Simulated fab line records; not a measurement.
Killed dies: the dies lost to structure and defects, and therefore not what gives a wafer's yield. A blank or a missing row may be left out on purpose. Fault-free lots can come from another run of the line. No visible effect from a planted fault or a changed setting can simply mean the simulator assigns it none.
fab line records	flow n5Finfet
record lots=6	wafers=18	lastDay=18
route steps=1938 shown BEOL_M10@1487 PASSIVATION@1936
lots that met no fault: taken from a fault-free run of the same line
startH: the number of hours between the record's first day and the start of the first shown wafer of the lot	waitH: hours from the lot's prior step to this one	" repeats the value in the row above	L1.1+2: one row covering several wafers at once	- no value, or no start was given	* or withheld: withheld	< > ~ a bound
route shown NAME@n: a module of which the file shows steps, and the number in the route of the first	usual: the fault-free wafers' mean and standard deviation	same: alike in all rows	chamber/n: place in a boat	sites: the reading at each site	_std_site: their standard deviation	_edge_site: mean of outer sites minus mean of inner sites	radiusMm: for every site, how far away it sits from the centre of the wafer	mask NAME#n: copy n	behind: the last tool/chamber to shape the wafer	hold: cause of the lot's hold/its duration in hours/its outcome	device: the transistor (n, p or np) that didn't switch	end of line: tests run on the same wafers once the route is complete	where a step has no rows: the recipe by itself	killed: dies lost to structure and defects at the first sort, not the wafer's yield	map: a wafer's dies, x killed, . not, _ none there
set.NAME: the setting the step ran with; set.NAME@STEP: the setting that earlier step ran with	model.NAME: the simulator's own value behind a step, which no gauge read
lots at selected steps of the route; one table per step, one row per wafer
services: when a tool's chamber went out of use (startH, in hours from the record's first day, below 0 if earlier), for how many hours, and the reason
## steps
# step N5_BEOL_M10_ETCH_61
# recipe chemistry=CF4	target=SiARC	targetDepthA=390	maskMaterial=CAR-ArF	timeS=65	ionEnergyEv=80	pressureMtorr=40	sourceW=545	biasW=36	Ar_flow_sccm=100	cf4FlowSccm=100	ends=cleared
# usual drypumpMotorCurrentA=5.8/0.42	etchRfOnTimeS=64.7/1.9	oesProductAu=0.70/0.087	rfVppV=183.9/1.2	showerheadPlenumPTorr=2.13/0.086	throttleValvePct=15.49/0.21
lot.wafer	tool	chamber	startH	waitH	drypumpMotorCurrentA	etchRfOnTimeS	oesProductAu	rfHoursCounterH	rfVppV	showerheadPlenumPTorr	throttleValvePct
L913.1	rieDiel-04	3	209.41	0.0	5.3	63.5	0.75	45	184.9	2.09	15.19
L913.3	"	3	"	"	5.3	63.9	0.74	-	182.2	2.09	15.17
L913.5	"	2	"	"	5.8	65.8	0.60	-	183.4	2.20	15.74
L924.1	rieDiel-06	2	290.13	0.0	5.4	67.6	0.57	241	182.6	2.01	15.79
L924.4	"	1	"	"	6.0	61.0	0.82	14	183.9	2.09	15.54
L924.6	"	1	"	"	6.0	60.9	0.82	-	183.3	2.09	15.54
L925.2	rieDiel-05	0	293.53	0.0	5.7	64.2	0.76	26	185.0	2.27	15.39
L925.3	"	3	"	"	5.6	65.3	0.78	22	184.1	2.11	15.50
L925.6	"	1	"	"	6.0	63.5	0.70	-	182.8	2.08	15.34
L933.1	rieDiel-04	2	362.19	0.0	5.8	66.1	0.59	244	185.6	2.18	15.84
L933.2	"	3	"	"	5.3	65.0	0.68	97	182.6	2.07	15.27
L933.4	"	2	"	"	5.8	66.1	0.58	-	184.8	2.18	15.85
L934.2	rieDiel-05	1	368.65	0.0	6.1	64.2	0.67	109	183.7	2.08	15.38
L934.3	"	0	"	"	5.7	65.5	0.72	48	185.2	2.26	15.46
L934.6	"	3	"	"	5.6	65.4	0.75	-	184.1	2.10	15.53
L935.2	rieDiel-05	3	381.56	0.0	5.6	64.9	0.74	49	184.0	2.10	15.54
L935.3	"	0	"	"	5.7	65.6	0.71	53	186.3	2.26	15.46
L935.4	"	2	"	"	5.1	66.7	0.77	18	184.5	2.21	15.24
# step N5_BEOL_M10_ETCH_62
# recipe chemistry=N2/H2	target=SOC	targetDepthA=1100	overetchA=220	maskMaterial=SiARC	tempC=40	timeS=165	ionEnergyEv=200	pressureMtorr=30	sourceW=840	biasW=150	n2FlowSccm=200	h2FlowSccm=200
# usual drypumpMotorCurrentA=5.8/0.43	oesProductAu=0.69/0.082	rfVppV=523.5/2.9	showerheadPlenumPTorr=2.53/0.098	tempC=40.00/0.12	throttleValvePct=17.75/0.29
lot.wafer	tool	chamber	startH	waitH	drypumpMotorCurrentA	oesProductAu	rfHoursCounterH	rfVppV	showerheadPlenumPTorr	tempC	throttleValvePct
L913.1	rieDiel-04	3	209.49	0.1	5.4	0.74	45	523.1	2.47	39.95	17.33
L913.3	"	3	"	"	5.4	0.73	-	521.4	2.47	39.97	17.34
L913.5	"	2	"	"	5.8	0.61	-	525.8	2.64	40.14	18.06
L924.1	rieDiel-06	2	290.18	0.0	5.4	0.58	241	518.6	2.42	39.85	18.22
L924.4	"	1	"	"	6.0	0.79	14	522.5	2.49	39.96	17.74
L924.6	"	1	"	"	6.0	0.79	-	522.0	2.49	40.02	17.72
L925.2	rieDiel-05	0	293.58	0.0	5.7	0.75	26	527.4	2.68	39.86	17.42
L925.3	"	3	"	"	5.6	0.79	22	522.0	2.51	39.96	18.02
L925.6	"	1	"	"	6.1	0.68	-	521.2	2.49	39.86	17.74
L933.1	rieDiel-04	2	362.24	0.0	5.8	0.59	244	525.5	2.62	40.12	18.17
L933.2	"	3	"	"	5.3	0.68	97	522.4	2.45	40.04	17.42
L933.4	"	2	"	"	5.8	0.59	-	525.1	2.62	40.12	18.17
L934.2	rieDiel-05	1	368.70	0.0	6.1	0.67	109	523.1	2.48	39.90	17.76
L934.3	"	0	"	"	5.7	0.71	48	529.1	2.67	40.04	17.42
L934.6	"	3	"	"	5.6	0.74	-	522.5	2.50	40.21	18.06
L935.2	rieDiel-05	3	381.61	0.0	5.6	0.74	49	521.2	2.50	40.10	18.08
L935.3	"	0	"	"	5.7	0.72	53	526.8	2.67	40.31	17.45
L935.4	"	2	"	"	5.1	0.78	18	525.9	2.61	39.93	17.38
# step N5_BEOL_M10_STRIP_68
# recipe chemistry=N2/H2	tempC=40	n2FlowSccm=200	h2FlowSccm=200	rfFrequencyHz=6e+07
# step N5_BEOL_M10_STRIP_67
# recipe chemistry=CF4	resist=SiARC	powerW=300	biasPowerW=75	pressureMtorr=50	cf4FlowSccm=150	rfFrequencyHz=6e+07
# usual biasPowerW=75.00/0.24	drypumpMotorCurrentA=5.8/0.43	oesProductAu=0.82/0.096	rfVppV=271.0/1.7	showerheadPlenumPTorr=1.78/0.068	throttleValvePct=13.45/0.26
lot.wafer	tool	chamber	startH	waitH	biasPowerW	drypumpMotorCurrentA	oesProductAu	rfHoursCounterH	rfVppV	showerheadPlenumPTorr	throttleValvePct
L913.1	rieDiel-04	3	209.71	0.0	75.39	5.3	0.86	46	270.5	1.73	13.08
L913.3	"	3	"	"	75.08	5.3	0.86	-	269.8	1.73	13.09
L913.5	"	2	"	"	74.78	5.8	0.73	-	271.3	1.84	13.73
L924.1	rieDiel-06	2	290.32	0.0	75.13	5.4	0.69	241	268.8	1.69	13.84
L924.4	"	1	"	"	75.06	6.0	0.92	14	270.0	1.77	13.55
L924.6	"	1	"	"	74.79	6.0	0.92	-	269.5	1.77	13.52
L925.2	rieDiel-05	0	293.72	0.0	75.08	5.7	0.88	26	273.6	1.90	13.34
L925.3	"	3	"	"	75.11	5.6	0.92	22	272.0	1.76	13.39
L925.6	"	1	"	"	75.28	6.0	0.80	-	268.2	1.74	13.25
L933.1	rieDiel-04	2	362.39	0.0	74.83	5.8	0.69	244	272.9	1.83	13.86
L933.2	"	3	"	"	74.72	5.4	0.80	97	269.6	1.72	13.20
L933.4	"	2	"	"	74.92	5.8	0.69	-	271.5	1.83	13.85
L934.2	rieDiel-05	1	368.84	0.0	74.78	6.0	0.78	109	269.9	1.73	13.29
L934.3	"	0	"	"	74.89	5.7	0.84	48	274.2	1.89	13.38
L934.6	"	3	"	"	75.38	5.6	0.87	-	269.8	1.75	13.44
L935.2	rieDiel-05	3	381.75	0.0	74.87	5.6	0.87	49	270.4	1.75	13.44
L935.3	"	0	"	"	75.09	5.7	0.84	53	274.3	1.89	13.39
L935.4	"	2	"	"	74.60	5.1	0.91	18	273.1	1.85	13.19
# step N5_BEOL_M10_HM_OPEN_17
# recipe chemistry=Cl2/BCl3	targetDepthA=200	overetchA=60	target=TiN	maskMaterial=SOC	ionEnergyEv=150	pressureMtorr=10	icpW=1000	biasW=126	Cl2_flow_sccm=53.25	bcl3FlowSccm=21.75	Ar_flow_sccm=25
# usual drypumpMotorCurrentA=5.47/0.21	oesProductAu=0.66/0.072	throttleValvePct=22.19/0.19
lot.wafer	tool	chamber	startH	waitH	drypumpMotorCurrentA	oesProductAu	rfHoursCounterH	throttleValvePct
L913.1	rieMetal-03	0	209.76	0.0	5.20	0.66	37	22.12
L913.3	"	1	"	"	5.48	0.56	-	22.48
L913.5	"	0	"	"	5.20	0.67	-	22.10
L924.1	rieMetal-03	1	290.36	0.0	5.50	0.55	118	22.49
L924.4	"	1	"	"	5.50	0.54	-	22.49
L924.6	"	1	"	"	5.48	0.54	-	22.51
L925.2	rieMetal-01	1	293.76	0.0	5.57	0.73	23	21.92
L925.3	"	0	"	"	5.87	0.63	-	22.04
L925.6	"	0	"	"	5.88	0.64	-	22.07
L933.1	rieMetal-03	1	362.43	0.0	5.49	0.79	2	22.04
L933.2	"	0	"	"	5.21	0.65	47	22.13
L933.4	"	1	"	"	5.47	0.80	-	22.04
L934.2	rieMetal-02	0	368.88	0.0	5.49	0.73	13	22.18
L934.3	"	0	"	"	5.50	0.73	-	22.14
L934.6	"	1	"	"	5.32	0.68	-	22.35
L935.2	rieMetal-01	1	381.79	0.0	5.62	0.70	28	21.95
L935.3	"	0	"	"	5.91	0.63	-	22.07
L935.4	"	1	"	"	5.57	0.72	-	21.92
# step N5_BEOL_M10_STRIP_19
# recipe chemistry=O2	powerW=400	tempC=40	pressureMtorr=30	rfFrequencyHz=6e+07	biasPowerW=0	overashFraction=0.2	o2FlowSccm=225
# usual drypumpMotorCurrentA=5.8/0.47	o2FlowSccm=225.1/0.61	oesProductAu=0.81/0.11	rfVppV=3.8/0.6	showerheadPlenumPTorr=2.08/0.091	tempC=40.00/0.11	throttleValvePct=16.60/0.22
# same biasPowerW=0
lot.wafer	tool	chamber	startH	waitH	drypumpMotorCurrentA	o2FlowSccm	oesProductAu	rfHoursCounterH	rfVppV	showerheadPlenumPTorr	tempC	throttleValvePct
L913.1	rieDiel-06	3	209.98	0.2	6.5	225.1	0.87	65	3.5	2.02	39.89	16.44
L913.3	"	1	"	"	6.0	224.5	0.69	249	3.6	2.08	40.11	17.16
L913.5	"	2	"	"	5.5	224.7	0.70	-	4.2	1.98	40.13	16.80
L924.1	rieDiel-06	1	290.58	0.2	6.0	225.6	0.94	14	5.3	2.07	39.85	16.72
L924.4	"	0	"	"	6.6	224.9	0.90	21	4.0	2.05	40.01	16.52
L924.6	"	3	"	"	6.5	225.8	0.80	-	2.9	2.01	39.95	16.49
L925.2	rieDiel-06	3	293.87	0.1	6.4	224.1	0.81	97	4.2	2.00	39.92	16.49
L925.3	"	1	"	"	6.0	226.0	0.94	16	3.9	2.07	39.97	16.73
L925.6	"	3	"	"	6.4	225.2	0.80	-	3.6	2.00	39.83	16.49
L933.1	rieDiel-06	1	362.54	0.1	6.0	225.6	0.87	46	3.0	2.06	40.15	16.77
L933.2	"	0	"	"	6.6	225.0	0.85	52	3.8	2.04	40.09	16.58
L933.4	"	0	"	"	6.6	224.7	0.85	-	3.5	2.04	40.24	16.59
L934.2	rieDiel-04	3	369.18	0.3	5.4	224.5	0.77	100	3.3	2.02	39.94	16.33
L934.3	"	2	"	"	5.8	225.3	0.67	247	4.2	2.17	39.93	17.04
L934.6	"	0	"	"	5.6	224.6	0.85	-	2.9	2.24	39.87	16.38
L935.2	rieDiel-06	3	381.96	0.1	6.5	225.7	0.77	126	3.7	1.99	39.85	16.55
L935.3	"	0	"	"	6.6	225.6	0.85	58	4.2	2.04	39.94	16.60
L935.4	"	2	"	"	5.4	225.8	0.91	8	3.1	2.23	39.91	16.45
# step N5_BEOL_M10_CD_MEAS_18
# recipe pitchNm=140	targetCdNm=70
# usual cdNm=69.7/0.81
lot.wafer	tool	chamber	startH	waitH	cdNm
L913.1	cdSem-01	-	210.05	0.0	71.3
L913.3	"	-	"	"	69.7
L913.5	"	-	"	"	69.7
L924.1	cdSem-01	-	290.65	0.0	69.8
L924.4	"	-	"	"	70.1
L924.6	"	-	"	"	70.3
L925.2	cdSem-03	-	293.94	0.1	68.8
L925.3	"	-	"	"	68.9
L925.6	"	-	"	"	69.9
L933.1	cdSem-01	-	362.61	0.0	71.2
L933.2	"	-	"	"	68.9
L933.4	"	-	"	"	69.8
L934.2	cdSem-02	-	369.26	0.1	70.5
L934.3	"	-	"	"	70.3
L934.6	"	-	"	"	70.0
L935.2	cdSem-01	-	382.03	0.1	70.7
L935.3	"	-	"	"	70.6
L935.4	"	-	"	"	68.7
# step N5_BEOL_M10_COAT_63
# recipe resist=SOC	tempC=250	timeS=60	spinRpm=1500	resistThkNm=100
# step N5_BEOL_M10_COAT_64
# recipe resist=SiARC	tempC=220	timeS=60	spinRpm=1500	resistThkNm=30
# step N5_BEOL_M10_COAT_22
# recipe resist=CAR-ArF	spinRpm=1500	resistThkNm=90
# step N5_BEOL_M10_EBR_24
# recipe solvent=PGMEA	ebrWidthMm=1.5
# step N5_BEOL_M10_SOFTBAKE_23
# recipe tempC=110	timeS=60	resist=CAR-ArF
# step N5_BEOL_M10_EXPOSE_25
# recipe maskId=V9	na=1.35	sourceShape=annular	sigmaInner=0.5	sigmaOuter=0.8	polarization=unpolarized	doseMj=85.5
lot.wafer	tool	chamber	startH	waitH	mask	model.BEOL_M10.overlayXNm
L913.1+3+5	arfiScanner-01	0	212.35	-	V9#0	-0.4
L924.1+4+6	arfiScanner-03	0	290.82	-	V9#0	0.4
L925.2+3+6	arfiScanner-03	0	294.34	-	V9#0	0
L933.1+2+4	arfiScanner-03	0	363.42	-	V9#0	8
L934.2+3+6	arfiScanner-01	0	370.72	-	V9#0	0
L935.2+3+4	arfiScanner-03	0	382.88	-	V9#0	7.2
# step N5_BEOL_M10_PEB_26
# recipe pebTempC=withheld	pebTimeS=60	resist=CAR-ArF
# step N5_BEOL_M10_DEVELOP_27
# recipe developTimeS=30	developer=TMAH	resist=CAR-ArF	rinseLiquid=diw	dry=airSpin	devTempC=23
# step N5_BEOL_M10_CD_MEAS_28
# recipe targetCdNm=70	landingEnergyEv=500	detector=seInlens	polarity=opening
# usual cdNm=70.0/1.4
lot.wafer	tool	chamber	startH	waitH	cdNm
L913.1	cdSem-02	0	212.48	-	69.0
L913.3	"	0	"	"	70.1
L913.5	"	0	"	"	69.0
L924.1	cdSem-01	0	290.96	-	72.2
L924.4	"	0	"	"	69.8
L924.6	"	0	"	"	71.2
L925.2	cdSem-01	0	294.47	-	70.6
L925.3	"	0	"	"	73.0
L925.6	"	0	"	"	70.3
L933.1	cdSem-01	0	363.55	-	70.8
L933.2	"	0	"	"	70.3
L933.4	"	0	"	"	71.7
L934.2	cdSem-03	0	370.85	-	70.5
L934.3	"	0	"	"	69.5
L934.6	"	0	"	"	70.9
L935.2	cdSem-02	0	383.00	-	69.3
L935.3	"	0	"	"	68.7
L935.4	"	0	"	"	68.5
# step N5_BEOL_M10_OVL_MEAS_29
# recipe pointsPerWafer=44
# usual V9_OVL=0.0/0.68
lot.wafer	tool	chamber	startH	waitH	V9_OVL[nm]
L913.1	overlay-01	0	212.51	0.0	-0.7
L913.3	"	0	"	"	0.1
L913.5	"	0	"	"	0.6
L924.1	overlay-01	0	290.99	0.0	1.8
L924.4	"	0	"	"	0.1
L924.6	"	0	"	"	1.1
L925.2	overlay-01	0	294.50	0.0	-1.5
L925.3	"	0	"	"	-0.2
L925.6	"	0	"	"	-0.8
L933.1	overlay-02	0	363.58	0.0	8.0
L933.2	"	0	"	"	7.9
L933.4	"	0	"	"	7.9
L934.2	overlay-02	0	370.88	0.0	0.7
L934.3	"	0	"	"	0.7
L934.6	"	0	"	"	0.1
L935.2	overlay-01	0	383.09	0.1	6.4
L935.3	"	0	"	"	6.2
L935.4	"	0	"	"	6.8
# step N5_BEOL_M10_INSPECT_30
# recipe mode=adi	inspectInstrument=brightfield
# usual rawDefectCount=433/94
lot.wafer	tool	chamber	startH	waitH	rawDefectCount
L913.1	defectInspect-01	-	212.53	0.0	278
L913.3	"	-	"	"	271
L913.5	"	-	"	"	342
L924.1	defectInspect-01	-	291.01	0.0	382
L924.4	"	-	"	"	377
L924.6	"	-	"	"	368
L925.2	defectInspect-01	-	294.52	0.0	426
L925.3	"	-	"	"	450
L925.6	"	-	"	"	358
L933.1	defectInspect-01	-	363.61	0.0	381
L933.2	"	-	"	"	541
L933.4	"	-	"	"	379
L934.2	defectInspect-02	-	370.90	0.0	479
L934.3	"	-	"	"	447
L934.6	"	-	"	"	433
L935.2	defectInspect-02	-	383.11	0.0	347
L935.3	"	-	"	"	402
L935.4	"	-	"	"	488
# step N5_PASSIVATION_PROBE_49
# usual defectLimitedYield=91.1/1.5	killed_at_M0_to_M3=37/11	killed_at_M4_up=13/5.6	killedAtContacts=12/5.6	killedAtFrontEnd=39/11	killedAtOther=4/3.1	killedDies=105/18	killedOnRim=14/3.8	killedOpen=69/13	killedShort=35/7.4	sort_bin_5_function=5.1/0.92	sort_bin_6_memory=3.4/0.76	sort_bin_8_speed=0.02/0.11	sortNPass=1075/18	sortYieldPct=91.1/1.5
# same grossDies=1180	killedAtBackSide=0	sort_bin_4_leakage[%]=0
lot.wafer	tool	chamber	startH	waitH	defectLimitedYield[%]	killed_at_M0_to_M3	killed_at_M4_up	killedAtContacts	killedAtFrontEnd	killedAtOther	killedDies	killedOnRim	killedOpen	killedShort	sort_bin_5_function[%]	sort_bin_6_memory[%]	sort_bin_8_speed[%]	sortNPass	sortYieldPct[%]
L934.2	prober-02	-	422.72	0.1	91.4	33	21	4	40	3	101	14	54	46	5.0	3.1	0	1079	91.4
L934.3	prober-02	-	422.77	0.1	88.9	53	11	17	45	5	131	15	86	45	5.9	4.7	0	1049	88.9
L934.6	prober-02	-	422.92	0.3	89.1	42	17	5	64	1	129	15	84	45	6.3	4.4	0	1051	89.1
L935.2	prober-02	-	433.25	0.1	90.3	46	12	2	53	2	115	14	79	36	4.9	4.5	0	1065	90.3
L935.3	prober-02	-	433.30	0.1	91.3	37	4	3	54	5	103	15	62	36	4.1	4.1	0	1077	91.3
L935.4	prober-02	-	433.35	0.2	90.2	51	7	4	54	0	116	19	73	34	5.8	3.1	1.27	1049	88.9
# killed by level:class
L934.2 FIN_SAQP:geometricParticle:short=11 BEOL_M0_SAQP:geometricParticle:short=9 BEOL_M5:geometricParticle:open=8 BEOL_M0_SAQP:geometricParticle:open=7 GATE_CUT:geometricParticle:short=6 FIN_SAQP:geometricParticle:open=4 BEOL_M1:geometricParticle:open=4 BEOL_M6:geometricParticle:open=4
L934.3 BEOL_M0_SAQP:geometricParticle:open=15 MOL_CONTACT_COAG:geometricParticle:open=13 BEOL_M2:geometricParticle:open=12 BEOL_M0_SAQP:geometricParticle:short=11 STI_FIN_REVEAL:geometricParticle:open=9 GATE_CUT:geometricParticle:short=8 FIN_SAQP:geometricParticle:open=7 DUMMY_GATE:geometricParticle:open=5
L934.6 STI_FIN_REVEAL:geometricParticle:open=21 BEOL_M1:geometricParticle:open=12 FIN_SAQP:geometricParticle:short=9 BEOL_M4:geometricParticle:open=9 BEOL_M0_SAQP:geometricParticle:short=8 DUMMY_GATE:geometricParticle:open=7 FIN_SAQP:geometricParticle:open=6 BEOL_M2:geometricParticle:short=6
L935.2 BEOL_M0_SAQP:geometricParticle:open=16 STI_FIN_REVEAL:geometricParticle:open=13 FIN_SAQP:geometricParticle:open=11 FIN_SAQP:geometricParticle:short=10 BEOL_M1:geometricParticle:open=7 BEOL_M0_SAQP:geometricParticle:short=7 DUMMY_GATE:geometricParticle:open=6 BEOL_M2:geometricParticle:open=6
L935.3 FIN_SAQP:geometricParticle:short=13 BEOL_M0_SAQP:geometricParticle:open=13 FIN_SAQP:geometricParticle:open=12 STI_FIN_REVEAL:geometricParticle:open=10 BEOL_M0_SAQP:geometricParticle:short=9 HKMG_FIN:areaEtch=5 BEOL_M3:geometricParticle:open=4 BEOL_M1:geometricParticle:open=3
L935.4 BEOL_M0_SAQP:geometricParticle:open=17 STI_FIN_REVEAL:geometricParticle:open=14 BEOL_M0_SAQP:geometricParticle:short=14 FIN_SAQP:geometricParticle:open=11 HKMG_FIN:areaEtch=8 BEOL_M1:geometricParticle:open=5 DUMMY_GATE:geometricParticle:open=4 BEOL_M1:geometricParticle:short=4
## services
tool	chamber	startH	hours	kind
arfiScanner-03	-	186.93	1.3	pm
arfiScanner-03	-	192.61	3.1	pm
arfiScanner-01	-	203.46	4.9	pm
rieDiel-05	3	209.61	4.5	repair
arfiScanner-03	-	216.87	0.8	pm
rieDiel-05	0	223.81	5.5	repair
arfiScanner-01	-	233.34	85.2	repair
rieMetal-03	0	240.05	54.4	repair
rieDiel-04	-	266.81	2.4	repair
rieDiel-06	-	267.21	0.6	repair
arfiScanner-03	-	274.95	0.5	repair
rieDiel-06	-	275.37	4.3	pm
rieDiel-06	2	294.86	13.9	repair
rieDiel-04	2	302.94	7.1	repair
rieDiel-04	2	310.68	4.4	repair
arfiScanner-03	-	312.43	1.3	pm
arfiScanner-03	-	316.70	1.0	pm
arfiScanner-01	-	318.57	1.3	pm
arfiScanner-03	-	319.18	1.0	pm
arfiScanner-01	-	319.87	1.0	pm
rieMetal-01	1	320.81	10.9	repair
arfiScanner-01	-	334.69	0.8	pm
rieDiel-04	3	347.13	14.3	repair
rieDiel-06	3	352.68	16.5	repair
## key
firstSign step=N5_BEOL_M10_OVL_MEAS_29	reading=V9_OVL	direction=up	sigmas=11	usual=0.0	struck=7.2
effect none on later readings
modelEffect step=N5_BEOL_M10_EXPOSE_25	value=BEOL_M10.overlayXNm	without=-0.2	struck=7.6
metAt N5_BEOL_M10_EXPOSE_25
struckWafers L933.1,L933.2,L933.4,L935.2,L935.3,L935.4
onsetBetween 294.34 363.42
alsoFits N5_BEOL_M10_STRIP_19:rieDiel-06
fault kind=scannerMatchingOverlay	tool=arfiScanner-03	chamber=-	onsetH=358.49	steps=N5_BEOL_M10_EXPOSE_25	offset=7.8057
